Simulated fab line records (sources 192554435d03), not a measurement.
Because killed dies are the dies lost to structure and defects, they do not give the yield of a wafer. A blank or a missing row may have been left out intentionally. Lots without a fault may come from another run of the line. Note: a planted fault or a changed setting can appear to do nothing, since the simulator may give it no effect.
fab line records | flow n5-finfet
record lots=24 wafers=72 last-day=18
route steps=1938 shown BEOL_M5@1175 BEOL_M6@1194
lots with no fault: from the same line, run without faults
start-h: hours from the record's first day to the start of the lot's first wafer shown | wait-h: hours from the lot's prior step to this one | " identical to the entry in the row above | L1.1+2: several wafers, shown together as one row | - no value present, or no start provided | * or withheld: withheld | < > ~ a bound
route shown NAME@n: NAME is a module with steps in the file, n the number in the route of the first one | usual: average and standard deviation across the fault-free wafers | same: alike in all rows | chamber/n: place in a boat | sites: per-site readings | _std_site: standard deviation of those values | _edge_site: mean of outer sites minus mean of inner sites | radius-mm: how far each site lies from the wafer's centre | mask NAME#n: copy n | behind: the last tool/chamber to shape the wafer | hold: why the lot went on hold/how many hours it stayed there/how the hold came to an end | device: the n, p or np transistor that did not switch | end of line: tests of these same wafers at the route's end | a step with no rows: only its recipe | killed: not the wafer's yield, but the dies lost to structure and defects at the first sort | map: a wafer's dies, x killed, . not, _ none there
set.NAME: setting as actually run; set.NAME@STEP: the setting as run at that earlier step | model.NAME: the simulator's own value behind a step, which no gauge read
the route's steps for a sample of lots (tables are steps, rows are wafers)
services: when a tool's chamber went out of use (start-h, in hours from the record's first day, below 0 if earlier), for how many hours, and the reason
## steps
# step N5_BEOL_M5_SPUTTER_48
# recipe material=Cu target-thk-a=150 temp-c=-20 chamber-pressure-pa=0.07 power-w=withheld time-s=27.62
# usual throttle-valve-pct=30.1/1.2
# columns lot.wafer tool chamber start-h wait-h throttle-valve-pct
L074.1 pvd-sputter-02 - 176.56 0.1 30.9
L074.4 " - " " 31.0
L074.5 " - " " 30.8
L075.4 pvd-sputter-02 - 183.75 0.0 27.5
L075.5 " - " " 27.8
L075.6 " - " " 29.7
L076.2 pvd-sputter-01 - 185.50 0.1 31.6
L076.3 " - " " 28.9
L076.4 " - " " 31.0
L077.1 pvd-sputter-01 - 192.70 0.1 29.6
L077.2 " - " " 30.9
L077.4 " - " " 31.8
L078.1 pvd-sputter-03 - 199.12 0.5 30.6
L078.4 " - " " 29.8
L078.6 " - " " 30.9
L079.1 pvd-sputter-01 - 202.35 0.2 29.0
L079.3 " - " " 31.0
L079.6 " - " " 30.9
L080.3 pvd-sputter-01 - 206.90 0.6 28.5
L080.4 " - " " 31.3
L080.5 " - " " 31.2
L081.2 pvd-sputter-02 - 215.51 0.1 27.8
L081.3 " - " " 31.1
L081.5 " - " " 27.7
L082.3 pvd-sputter-03 - 223.07 0.1 29.7
L082.4 " - " " 30.9
L082.5 " - " " 30.6
L083.2 pvd-sputter-01 - 226.90 0.2 31.1
L083.5 " - " " 30.8
L083.6 " - " " 28.7
L084.2 pvd-sputter-03 - 234.38 1.5 30.3
L084.3 " - " " 29.9
L084.6 " - " " 31.1
L085.2 pvd-sputter-02 - 240.96 0.2 31.1
L085.5 " - " " 29.8
L085.6 " - " " 30.9
L086.1 pvd-sputter-03 - 242.17 0.2 29.8
L086.3 " - " " 30.5
L086.5 " - " " 30.5
L087.1 pvd-sputter-03 - 256.96 0.1 31.1
L087.5 " - " " 30.9
L087.6 " - " " 30.7
L090.2 pvd-sputter-01 - 266.16 0.1 31.6
L090.3 " - " " 30.9
L090.5 " - " " 28.5
L088.1 pvd-sputter-03 - 271.34 0.1 29.8
L088.3 " - " " 30.1
L088.4 " - " " 30.6
L089.1 pvd-sputter-02 - 271.52 0.2 29.6
L089.4 " - " " 27.6
L089.5 " - " " 31.3
L091.2 pvd-sputter-01 - 273.79 1.7 30.8
L091.3 " - " " 28.7
L091.6 " - " " 31.6
L092.1 pvd-sputter-03 - 285.40 0.2 29.9
L092.2 " - " " 30.0
L092.3 " - " " 31.0
L093.3 pvd-sputter-02 - 288.20 0.1 29.4
L093.4 " - " " 27.8
L093.6 " - " " 31.1
L094.1 pvd-sputter-02 - 295.71 1.6 29.8
L094.5 " - " " 31.0
L094.6 " - " " 31.1
L095.2 pvd-sputter-01 - 302.16 0.1 29.7
L095.3 " - " " 28.8
L095.4 " - " " 31.5
L096.2 pvd-sputter-02 - 317.86 0.1 29.7
L096.4 " - " " 31.1
L096.6 " - " " 29.6
L097.3 pvd-sputter-02 - 324.59 0.3 31.5
L097.5 " - " " 29.5
L097.6 " - " " 30.9
# step N5_BEOL_M5_SPUTTER_83
# recipe material=Cu target-thk-a=150 temp-c=-20 chamber-pressure-pa=0.07 power-w=withheld time-s=27.62
# usual throttle-valve-pct=30.1/1.1
# columns lot.wafer tool chamber start-h wait-h throttle-valve-pct
L074.1 pvd-sputter-02 - 178.74 0.5 31.2
L074.4 " - " " 31.0
L074.5 " - " " 31.0
L075.4 pvd-sputter-02 - 185.92 0.5 27.7
L075.5 " - " " 27.6
L075.6 " - " " 29.4
L076.2 pvd-sputter-01 - 187.67 0.5 31.3
L076.3 " - " " 28.8
L076.4 " - " " 31.2
L077.1 pvd-sputter-01 - 194.88 0.5 29.7
L077.2 " - " " 30.9
L077.4 " - " " 31.5
L078.1 pvd-sputter-03 - 201.29 0.5 30.7
L078.4 " - " " 29.9
L078.6 " - " " 31.1
L079.1 pvd-sputter-01 - 204.52 0.5 28.5
L079.3 " - " " 31.2
L079.6 " - " " 30.9
L080.3 pvd-sputter-01 - 209.07 0.5 28.6
L080.4 " - " " 31.7
L080.5 " - " " 30.8
L081.2 pvd-sputter-02 - 217.68 0.5 27.8
L081.3 " - " " 31.0
L081.5 " - " " 27.6
L082.3 pvd-sputter-03 - 225.24 0.5 29.7
L082.4 " - " " 30.9
L082.5 " - " " 30.6
L083.2 pvd-sputter-01 - 229.08 0.5 31.0
L083.5 " - " " 31.1
L083.6 " - " " 28.9
L084.2 pvd-sputter-03 - 236.56 0.5 30.7
L084.3 " - " " 29.8
L084.6 " - " " 30.8
L085.2 pvd-sputter-02 - 243.13 0.5 30.9
L085.5 " - " " 29.8
L085.6 " - " " 31.1
L086.1 pvd-sputter-03 - 244.34 0.5 29.9
L086.3 " - " " 30.6
L086.5 " - " " 30.5
L087.1 pvd-sputter-03 - 259.13 0.5 30.9
L087.5 " - " " 31.0
L087.6 " - " " 30.5
L090.2 pvd-sputter-01 - 268.33 0.5 31.6
L090.3 " - " " 30.9
L090.5 " - " " 28.7
L088.1 pvd-sputter-03 - 273.51 0.5 30.0
L088.3 " - " " 29.8
L088.4 " - " " 30.6
L089.1 pvd-sputter-02 - 273.70 0.5 29.6
L089.4 " - " " 27.5
L089.5 " - " " 30.9
L091.2 pvd-sputter-01 - 275.97 0.5 30.7
L091.3 " - " " 28.6
L091.6 " - " " 31.6
L092.1 pvd-sputter-03 - 289.89 2.8 29.5
L092.2 " - " " 29.8
L092.3 " - " " 31.1
L093.3 pvd-sputter-02 - 290.37 0.5 29.4
L093.4 " - " " 27.6
L093.6 " - " " 31.1
L094.1 pvd-sputter-02 - 297.88 0.5 29.7
L094.5 " - " " 31.0
L094.6 " - " " 31.0
L095.2 pvd-sputter-01 - 304.34 0.5 29.8
L095.3 " - " " 28.5
L095.4 " - " " 31.5
L096.2 pvd-sputter-02 - 320.03 0.5 29.8
L096.4 " - " " 31.1
L096.6 " - " " 29.5
L097.3 pvd-sputter-02 - 326.77 0.5 31.0
L097.5 " - " " 29.9
L097.6 " - " " 30.9
# step N5_BEOL_M5_PRE_CLEAN_77
# recipe gas=NH3/H2 time-s=15 temp-c=* rf-power-w=300
# usual heater-power-w=91/31
# columns lot.wafer tool chamber start-h wait-h heater-power-w
L074.1 cvd-co-02 2 181.74 0.0 54
L074.4 " 2 " " 55
L074.5 " 0 " " 82
L075.4 cvd-co-01 0 189.00 0.1 102
L075.5 " 2 " " 43
L075.6 " 1 " " 105
L076.2 cvd-co-02 0 191.20 0.0 83
L076.3 " 1 " " 137
L076.4 " 1 " " 144
L077.1 cvd-co-01 1 197.88 0.0 104
L077.2 " 2 " " 44
L077.4 " 0 " " 104
L078.1 cvd-co-01 1 204.30 0.0 103
L078.4 " 0 " " 103
L078.6 " 2 " " 45
L079.1 cvd-co-02 0 207.53 0.0 82
L079.3 " 2 " " 57
L079.6 " 0 " " 84
L080.3 cvd-co-02 1 212.07 0.0 141
L080.4 " 0 " " 83
L080.5 " 2 " " 56
L081.2 cvd-co-01 1 220.76 0.0 108
L081.3 " 0 " " 103
L081.5 " 1 " " 102
L082.3 cvd-co-02 0 228.25 0.0 86
L082.4 " 0 " " 82
L082.5 " 1 " " 141
L083.2 cvd-co-02 1 232.08 0.0 144
L083.5 " 0 " " 84
L083.6 " 2 " " 57
L084.2 cvd-co-02 1 239.56 0.0 140
L084.3 " 2 " " 56
L084.6 " 2 " " 55
L085.2 cvd-co-02 1 246.14 0.0 143
L085.5 " 1 " " 138
L085.6 " 0 " " 84
L086.1 cvd-co-02 2 247.38 0.1 56
L086.3 " 0 " " 84
L086.5 " 1 " " 143
L087.1 cvd-co-01 0 262.45 0.0 105
L087.5 " 0 " " 104
L087.6 " 2 " " 46
L090.2 cvd-co-01 1 271.34 0.0 105
L090.3 " 2 " " 45
L090.5 " 0 " " 106
L088.1 cvd-co-01 1 276.52 0.0 104
L088.3 " 1 " " 103
L088.4 " 0 " " 102
L089.1 cvd-co-01 0 276.70 0.0 105
L089.4 " 0 " " 103
L089.5 " 1 " " 103
L091.2 cvd-co-01 0 279.01 0.1 104
L091.3 " 1 " " 104
L091.6 " 0 " " 106
L092.1 cvd-co-01 2 292.90 0.0 47
L092.2 " 1 " " 104
L092.3 " 0 " " 104
L093.3 cvd-co-02 2 294.12 0.6 58
L093.4 " 2 " " 57
L093.6 " 1 " " 142
L094.1 cvd-co-01 2 300.89 0.0 45
L094.5 " 0 " " 105
L094.6 " 2 " " 45
L095.2 cvd-co-02 0 307.34 0.0 85
L095.3 " 2 " " 58
L095.4 " 0 " " 84
L096.2 cvd-co-01 0 323.03 0.0 103
L096.4 " 2 " " 46
L096.6 " 0 " " 104
L097.3 cvd-co-02 2 329.77 0.0 58
L097.5 " 0 " " 84
L097.6 " 2 " " 58
# step N5_BEOL_M6_ILD_DEP_00
# recipe material=SiCOH_lowk target-thk-a=1797.5 temp-c=300 precursor=DEMS/porogen pressure-torr=5 rf-w=500 time-s=33.4
# usual heater-power-w=314/45 showerhead-plenum-p-Torr=5.751/0.021 throttle-valve-pct=13.8/0.9
# columns lot.wafer tool chamber start-h wait-h heater-power-w showerhead-plenum-p-Torr throttle-valve-pct
L074.1 pecvd-02 2 182.03 0.0 318 5.729 14.2
L074.4 " 1 " " 241 5.731 13.5
L074.5 " 2 " " 320 5.747 14.2
L075.4 pecvd-01 1 189.29 0.1 313 5.758 15.7
L075.5 " 2 " " 327 5.773 12.8
L075.6 " 0 " " 282 5.737 13.8
L076.2 pecvd-03 1 191.49 0.0 284 5.758 13.4
L076.3 " 0 " " 344 5.756 12.9
L076.4 " 0 " " 359 5.777 13.1
L077.1 pecvd-03 2 198.17 0.0 337 5.759 13.3
L077.2 " 1 " " 301 5.744 13.4
L077.4 " 1 " " 301 5.747 13.3
L078.1 pecvd-03 2 204.58 0.0 325 5.775 13.5
L078.4 " 2 " " 325 5.771 13.3
L078.6 " 0 " " 401 5.769 13.4
L079.1 pecvd-01 2 207.81 0.0 349 5.794 13.0
L079.3 " 0 " " 259 5.738 13.9
L079.6 " 2 " " 359 5.779 13.2
L080.3 pecvd-01 0 212.39 0.0 253 5.738 13.7
L080.4 " 2 " " 320 5.792 13.3
L080.5 " 0 " " 271 5.741 13.7
L081.2 pecvd-01 0 221.04 0.0 260 5.744 14.1
L081.3 " 2 " " 298 5.764 13.2
L081.5 " 0 " " 266 5.741 13.7
L082.3 pecvd-01 2 228.53 0.0 289 5.778 12.8
L082.4 " 0 " " 265 5.735 13.6
L082.5 " 2 " " 309 5.771 13.0
L083.2 pecvd-01 1 232.37 0.0 364 5.752 15.8
L083.5 " 2 " " 298 5.766 13.0
L083.6 " 1 " " 366 5.748 15.6
L084.2 pecvd-03 1 239.85 0.0 249 5.750 13.1
L084.3 " 2 " " 303 5.776 13.5
L084.6 " 0 " " 381 5.767 13.3
L085.2 pecvd-01 1 246.42 0.0 340 5.758 15.8
L085.5 " 2 " " 346 5.764 13.1
L085.6 " 0 " " 258 5.733 13.8
L086.1 pecvd-03 0 247.66 0.0 413 5.766 13.4
L086.3 " 1 " " 253 5.749 13.5
L086.5 " 1 " " 268 5.748 13.7
L087.1 pecvd-02 0 262.74 0.0 309 5.725 13.7
L087.5 " 1 " " 240 5.731 13.4
L087.6 " 0 " " 321 5.713 13.6
L090.2 pecvd-01 1 271.63 0.0 376 5.768 15.7
L090.3 " 0 " " 293 5.744 14.0
L090.5 " 0 " " 293 5.729 13.8
L088.1 pecvd-01 0 276.86 0.0 309 5.747 13.8
L088.3 " 1 " " 328 5.743 16.0
L088.4 " 1 " " 334 5.763 15.7
L089.1 pecvd-03 1 277.04 0.0 260 5.741 13.2
L089.4 " 0 " " 407 5.773 13.4
L089.5 " 1 " " 274 5.758 13.4
L091.2 pecvd-02 2 279.30 0.0 307 5.722 13.1
L091.3 " 0 " " 337 5.713 13.6
L091.6 " 2 " " 314 5.711 13.3
L092.1 pecvd-03 1 293.18 0.0 273 5.742 13.5
L092.2 " 2 " " 282 5.773 13.6
L092.3 " 0 " " 380 5.763 13.5
L093.3 pecvd-01 0 294.41 0.0 251 5.737 13.6
L093.4 " 1 " " 327 5.763 16.0
L093.6 " 2 " " 355 5.786 13.2
L094.1 pecvd-01 0 301.17 0.0 258 5.735 14.0
L094.5 " 0 " " 262 5.733 13.8
L094.6 " 1 " " 361 5.770 15.7
L095.2 pecvd-02 2 307.63 0.0 371 5.734 13.4
L095.3 " 0 " " 307 5.745 13.9
L095.4 " 0 " " 316 5.710 13.7
L096.2 pecvd-03 1 323.32 0.0 268 5.749 13.5
L096.4 " 0 " " 406 5.749 13.4
L096.6 " 1 " " 279 5.745 13.6
L097.3 pecvd-02 2 330.07 0.0 340 5.724 13.5
L097.5 " 1 " " 218 5.727 13.3
L097.6 " 2 " " 342 5.737 13.3
# step N5_BEOL_M6_ETCH_62
# recipe chemistry=N2/H2 target=SOC target-depth-a=1100 overetch-a=220 mask-material=SiARC temp-c=40 time-s=165 ion-energy-ev=200 pressure-mtorr=30 source-w=840 bias-w=150 n2-flow-sccm=200 h2-flow-sccm=200
# usual drypump-motor-current-A=5.9/0.6 h2-flow-sccm=200.0/0.6 oes-product-au=0.67/0.064 rf-vpp-V=522.7/2.3 showerhead-plenum-p-Torr=2.50/0.076 throttle-valve-pct=17.7/0.36
# columns lot.wafer tool chamber start-h wait-h drypump-motor-current-A h2-flow-sccm oes-product-au rf-hours-counter-h rf-vpp-V showerhead-plenum-p-Torr throttle-valve-pct
L074.1 rie-diel-05 0 184.89 0.0 6.0 198.7 0.65 135 521.2 2.46 17.7
L074.4 " 2 " " 6.6 200.2 0.61 - 522.8 2.53 18.1
L074.5 " 3 " " 4.9 199.8 0.71 - 523.2 2.47 17.2
L075.4 rie-diel-06 3 190.98 0.0 6.4 200.8 0.62 184 526.6 2.65 18.2
L075.5 " 2 " " 6.3 200.4 0.76 - 522.6 2.49 17.7
L075.6 " 3 " " 6.5 200.1 0.62 - 526.2 2.66 18.2
L076.2 rie-diel-05 3 195.21 0.0 4.9 200.5 0.71 49 523.2 2.47 17.2
L076.3 " 0 " " 6.0 200.2 0.65 139 520.4 2.46 17.7
L076.4 " 3 " " 4.9 200.2 0.71 - 522.6 2.47 17.2
L077.1 rie-diel-02 0 201.15 0.0 5.1 199.0 0.73 54 523.3 2.50 17.8
L077.2 " 2 " " 6.3 200.8 0.67 99 520.3 2.46 17.9
L077.4 " 1 " " 5.5 199.7 0.72 43 522.7 2.47 17.2
L078.1 rie-diel-05 2 206.18 0.0 6.6 199.4 0.59 216 524.8 2.52 18.1
L078.4 " 3 " " 4.9 199.2 0.69 53 521.5 2.46 17.2
L078.6 " 2 " " 6.6 199.9 0.60 - 524.9 2.52 18.1
L079.1 rie-diel-06 1 209.28 0.0 5.9 198.6 0.80 11 527.5 2.69 17.2
L079.3 " 0 " " 4.9 200.2 0.59 224 520.1 2.41 18.3
L079.6 " 0 " " 4.9 199.9 0.59 - 520.3 2.41 18.3
L080.3 rie-diel-02 0 214.26 0.0 5.1 199.7 0.72 59 522.9 2.49 17.8
L080.4 " 2 " " 6.3 200.8 0.66 104 520.2 2.46 17.9
L080.5 " 2 " " 6.3 200.8 0.66 - 521.5 2.46 17.9
L081.2 rie-diel-05 2 223.31 0.0 6.6 200.1 0.60 222 523.8 2.52 18.1
L081.3 " 0 " " 6.0 200.3 0.64 150 519.2 2.45 17.8
L081.5 " 3 " " 4.9 199.5 0.69 - 521.8 2.46 17.3
L082.3 rie-diel-05 0 231.89 0.0 6.0 200.2 0.63 152 521.3 2.45 17.8
L082.4 " 3 " " 4.9 199.6 0.69 62 522.4 2.46 17.3
L082.5 " 2 " " 6.6 200.2 0.59 - 524.1 2.52 18.1
L083.2 rie-diel-05 0 235.60 0.0 6.0 200.0 0.63 153 520.7 2.45 17.8
L083.5 " 1 " " 6.3 200.0 0.75 - 522.1 2.46 17.5
L083.6 " 0 " " 6.0 199.8 0.64 - 520.1 2.45 17.8
L084.2 rie-diel-06 2 241.82 0.0 6.3 198.6 0.74 49 522.9 2.48 17.7
L084.3 " 0 " " 4.9 200.2 0.59 234 520.2 2.41 18.3
L084.6 " 3 " " 6.4 200.5 0.61 - 525.6 2.65 18.2
L085.2 rie-diel-06 3 248.60 0.0 6.5 200.2 0.61 206 527.2 2.65 18.2
L085.5 " 2 " " 6.2 200.5 0.73 - 521.9 2.48 17.7
L085.6 " 3 " " 6.5 198.5 0.61 - 526.2 2.65 18.2
L086.1 rie-diel-05 0 250.37 0.0 6.0 199.6 0.64 158 523.3 2.45 17.8
L086.3 " 2 " " 6.6 199.8 0.59 230 523.0 2.52 18.1
L086.5 " 0 " " 6.0 200.3 0.64 - 521.0 2.45 17.8
L087.1 rie-diel-02 1 266.38 0.1 5.5 200.4 0.70 69 522.7 2.46 17.3
L087.5 " 1 " " 5.5 199.6 0.70 - 523.5 2.46 17.3
L087.6 " 2 " " 6.2 199.2 0.65 - 522.1 2.45 17.9
L090.2 rie-diel-05 1 276.68 0.0 6.4 200.4 0.73 69 522.6 2.46 17.5
L090.3 " 3 " " 4.9 199.5 0.68 77 521.1 2.45 17.3
L090.5 " 1 " " 6.4 200.5 0.73 - 521.9 2.46 17.5
L088.1 rie-diel-05 3 278.43 0.0 4.9 199.4 0.68 77 521.5 2.45 17.3
L088.3 " 1 " " 6.4 199.8 0.72 69 521.4 2.46 17.5
L088.4 " 2 " " 6.6 199.7 0.58 240 522.7 2.51 18.1
L089.1 rie-diel-06 0 278.59 0.0 4.9 200.2 0.58 247 522.6 2.41 18.4
L089.4 " 2 " " 6.3 199.4 0.72 61 521.9 2.47 17.7
L089.5 " 3 " " 6.5 200.4 0.60 - 526.4 2.64 18.2
L091.2 rie-diel-06 0 283.49 0.0 4.9 200.4 0.57 249 520.8 2.40 18.4
L091.3 " 2 " " 6.2 200.2 0.73 62 523.1 2.47 17.7
L091.6 " 3 " " 6.4 199.8 0.60 - 526.3 2.64 18.2
L092.1 rie-diel-02 3 296.72 0.0 6.0 200.0 0.80 8 521.0 2.51 17.8
L092.2 " 1 " " 5.5 200.2 0.68 79 520.1 2.46 17.3
L092.3 " 0 " " 5.1 200.9 0.69 85 522.3 2.48 17.9
L093.3 rie-diel-06 2 297.47 0.0 6.2 199.7 0.72 67 521.5 2.47 17.8
L093.4 " 2 " " 6.2 200.1 0.71 - 523.6 2.47 17.8
L093.6 " 3 " " 6.5 201.3 0.60 - 527.0 2.64 18.2
L094.1 rie-diel-05 1 302.84 0.0 6.4 200.5 0.71 78 521.8 2.46 17.5
L094.5 " 1 " " 6.4 200.1 0.72 - 523.8 2.46 17.5
L094.6 " 0 " " 6.0 199.3 0.62 - 520.4 2.44 17.8
L095.2 rie-diel-02 0 310.51 0.0 5.1 200.1 0.70 90 520.7 2.48 17.9
L095.3 " 3 " " 6.0 199.9 0.78 12 523.1 2.50 17.8
L095.4 " 1 " " 5.5 200.6 0.67 83 522.0 2.46 17.3
L096.2 rie-diel-02 2 329.70 0.0 6.2 200.7 0.63 144 520.1 2.45 17.9
L096.4 " 1 " " 5.5 200.3 0.67 88 520.1 2.45 17.3
L096.6 " 1 " " 5.5 200.5 0.68 - 521.5 2.45 17.3
L097.3 rie-diel-05 1 331.84 0.0 6.4 199.6 0.71 91 522.2 2.45 17.6
L097.5 " 3 " " 4.9 200.0 0.66 - 522.2 2.45 17.3
L097.6 " 0 " " 6.0 200.0 0.62 - 520.4 2.44 17.8
# step N5_BEOL_M6_CD_MEAS_28
# recipe target-cd-nm=40 landing-energy-ev=500 detector=se-inlens
# usual cd-nm=40.08/0.25
# same landing-energy-ev=500
# columns lot.wafer tool chamber start-h wait-h cd-nm
L074.1 cd-sem-02 0 187.29 - 40.28
L074.4 " 0 " " 39.59
L074.5 " 0 " " 39.97
L075.4 cd-sem-03 0 193.61 - 39.72
L075.5 " 0 " " 39.60
L075.6 " 0 " " 39.91
L076.2 cd-sem-03 0 196.28 - 40.48
L076.3 " 0 " " 40.18
L076.4 " 0 " " 39.59
L077.1 cd-sem-01 0 203.26 - 39.93
L077.2 " 0 " " 39.75
L077.4 " 0 " " 40.02
L078.1 cd-sem-02 0 207.00 - 40.40
L078.4 " 0 " " 39.83
L078.6 " 0 " " 40.44
L079.1 cd-sem-01 0 210.39 - 40.50
L079.3 " 0 " " 40.18
L079.6 " 0 " " 40.66
L080.3 cd-sem-02 0 215.06 - 40.57
L080.4 " 0 " " 40.13
L080.5 " 0 " " 40.09
L081.2 cd-sem-02 0 224.63 - 40.04
L081.3 " 0 " " 39.56
L081.5 " 0 " " 40.09
L082.3 cd-sem-02 0 233.71 - 40.17
L082.4 " 0 " " 40.50
L082.5 " 0 " " 40.40
L083.2 cd-sem-01 0 238.07 - 40.09
L083.5 " 0 " " 40.30
L083.6 " 0 " " 40.04
L084.2 cd-sem-02 0 245.28 - 40.47
L084.3 " 0 " " 40.41
L084.6 " 0 " " 40.04
L085.2 cd-sem-02 0 249.38 - 39.92
L085.5 " 0 " " 40.14
L085.6 " 0 " " 39.86
L086.1 cd-sem-01 0 251.43 - 40.06
L086.3 " 0 " " 39.73
L086.5 " 0 " " 40.19
L087.1 cd-sem-03 0 270.17 - 40.20
L087.5 " 0 " " 39.87
L087.6 " 0 " " 40.36
L090.2 cd-sem-01 0 282.24 - 39.95
L090.3 " 0 " " 40.08
L090.5 " 0 " " 39.97
L088.1 cd-sem-02 0 282.29 - 40.35
L088.3 " 0 " " 39.86
L088.4 " 0 " " 40.45
L089.1 cd-sem-01 0 282.33 - 39.74
L089.4 " 0 " " 40.21
L089.5 " 0 " " 40.11
L091.2 cd-sem-02 0 284.22 - 40.06
L091.3 " 0 " " 40.03
L091.6 " 0 " " 40.78
L092.1 cd-sem-02 0 299.65 - 40.20
L092.2 " 0 " " 40.15
L092.3 " 0 " " 40.34
L093.3 cd-sem-03 0 300.13 - 39.60
L093.4 " 0 " " 40.07
L093.6 " 0 " " 40.00
L094.1 cd-sem-01 0 304.51 - 39.76
L094.5 " 0 " " 40.08
L094.6 " 0 " " 40.17
L095.2 cd-sem-03 0 311.43 - 40.32
L095.3 " 0 " " 40.20
L095.4 " 0 " " 40.13
L096.2 cd-sem-03 0 334.70 - 40.31
L096.4 " 0 " " 40.24
L096.6 " 0 " " 39.74
L097.3 cd-sem-01 0 335.05 - 39.68
L097.5 " 0 " " 39.90
L097.6 " 0 " " 39.96
## services
# columns tool chamber start-h hours kind
rie-diel-05 1 162.15 36.3 repair
pecvd-02 - 184.99 27.0 repair
rie-diel-06 2 197.89 1.5 repair
rie-diel-02 1 198.27 1.6 repair
pecvd-03 1 218.40 5.5 scheduled-down
rie-diel-06 0 220.63 6.6 repair
pecvd-03 0 224.32 5.5 scheduled-down
rie-diel-02 - 229.71 0.5 repair
cvd-co-01 2 231.54 18.0 repair
rie-diel-05 0 258.19 9.4 repair
rie-diel-02 0 264.49 9.9 repair
cvd-co-01 2 272.90 5.4 repair
cvd-co-02 - 276.61 2.8 pm
pvd-sputter-02 - 279.52 3.8 repair
rie-diel-06 0 287.32 - clean
pecvd-01 - 289.64 1.0 repair
rie-diel-05 0 307.30 4.3 repair
rie-diel-05 2 311.74 - clean
rie-diel-05 2 311.74 - consumable-replace:focus-ring
rie-diel-05 2 311.74 19.0 scheduled-down
rie-diel-05 2 311.74 19.0 vent-cycle
pvd-sputter-01 - 320.04 19.6 repair
cvd-co-01 - 325.29 6.9 pm
rie-diel-06 3 328.29 2.5 repair
## key
fault none
